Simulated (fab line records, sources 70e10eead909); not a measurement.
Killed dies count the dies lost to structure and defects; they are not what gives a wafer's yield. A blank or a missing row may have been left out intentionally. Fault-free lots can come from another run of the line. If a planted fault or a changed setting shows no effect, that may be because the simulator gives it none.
Chamber matching :: flow nand-harc :: pecvd-01 running NHARC_A_CHANNEL_HOLE_D2_DEP_01: 3 sister chambers
The step deposits SiON, target thk 140 nm. 3 wafers are shown with their chamber, then 9 later ones without.

## EACH WAFER AND ITS CHAMBER
wafer: L315.5
chamber: 2
heater-power-w (W): 995

wafer: L316.2
chamber: 0
heater-power-w (W): 713

wafer: L316.4
chamber: 1
heater-power-w (W): 859

## WAFERS WITH NO CHAMBER GIVEN
wafer: L322.1
heater-power-w (W): 843

wafer: L322.5
heater-power-w (W): 699

wafer: L322.6
heater-power-w (W): 836

wafer: L325.1
heater-power-w (W): 941

wafer: L325.5
heater-power-w (W): 680

wafer: L325.6
heater-power-w (W): 841

wafer: L326.1
heater-power-w (W): 706

wafer: L326.2
heater-power-w (W): 981

wafer: L326.6
heater-power-w (W): 949

## CHAMBER TAKEN BY EACH
wafer: L322.1
from the rows above: 1
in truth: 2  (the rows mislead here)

wafer: L322.5
from the rows above: 0
in truth: 0

wafer: L322.6
from the rows above: 1
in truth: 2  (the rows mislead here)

wafer: L325.1
from the rows above: can't be placed: 2 or 1
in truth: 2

wafer: L325.5
from the rows above: 0
in truth: 0

wafer: L325.6
from the rows above: 1
in truth: 1

wafer: L326.1
from the rows above: 0
in truth: 0

wafer: L326.2
from the rows above: 2
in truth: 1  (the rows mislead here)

wafer: L326.6
from the rows above: can't be placed: 2 or 1
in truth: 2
Correctly placed: 4 of 9. These rows do not allow placing 2 (true chamber among the candidates in 2). Wrongly placed: 3.
How it was worked out, from the rows above alone: a wafer's distance from a chamber is the root of the sum, over the readings, of the square of ((its reading less the chamber's mean) divided by the reading's scatter). The wafer belongs to the nearest chamber; if the next one is less than 2 further off, it can't be placed. A chamber's mean is the mean of its shown wafers. The scatter: root of mean squared gap, hidden wafer to nearest shown wafer, with one shown wafer a chamber.
